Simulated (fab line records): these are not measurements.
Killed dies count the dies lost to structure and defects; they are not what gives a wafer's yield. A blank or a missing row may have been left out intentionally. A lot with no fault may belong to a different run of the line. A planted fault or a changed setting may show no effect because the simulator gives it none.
Matching of chambers	flow n5Finfet	cmp-02 running N5_BEOL_M12_CMP_49: 4 sister chambers
The step polishes, stops on SiOC, t overpolish 20.6 s, target thk 320 nm. 4 wafers are shown with their chamber, then 7 later ones without.

WAFERS, EACH WITH ITS CHAMBER
wafer	chamber	motorCurrentA (A)
L079.4	3	6.2
L083.1	1	6.8
L089.1	2	5.7
L089.4	0	5.9

WAFERS WITHOUT THEIR CHAMBER
wafer	motorCurrentA (A)
L089.5	5.9
L087.1	7.1
L087.5	6.0
L087.6	5.9
L092.2	6.2
L092.4	7.0
L092.5	6.2

WHICH CHAMBER EACH ONE RAN IN
wafer	from the rows above	in truth
L089.5	can't be placed: 0 or 2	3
L087.1	1	1
L087.5	can't be placed: 0 or 3 or 2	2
L087.6	can't be placed: 0 or 2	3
L092.2	3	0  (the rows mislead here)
L092.4	1	1
L092.5	3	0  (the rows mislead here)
Placed correctly: 2 of 7. These rows do not allow placing 3 (true chamber among the candidates in 1). Number placed wrongly: 2.
How it was worked out, from the rows above alone: a wafer's distance from a chamber is the root of the sum, over the readings, of the square of ((its reading less the chamber's mean) divided by the reading's scatter). The wafer belongs to the nearest chamber; if the next one is less than 2 further off, it can't be placed. Each chamber's mean is taken over the wafers shown for it. The scatter (one wafer shown for each chamber): square how far every hidden wafer sits from the nearest shown wafer, average those squares and take the square root.
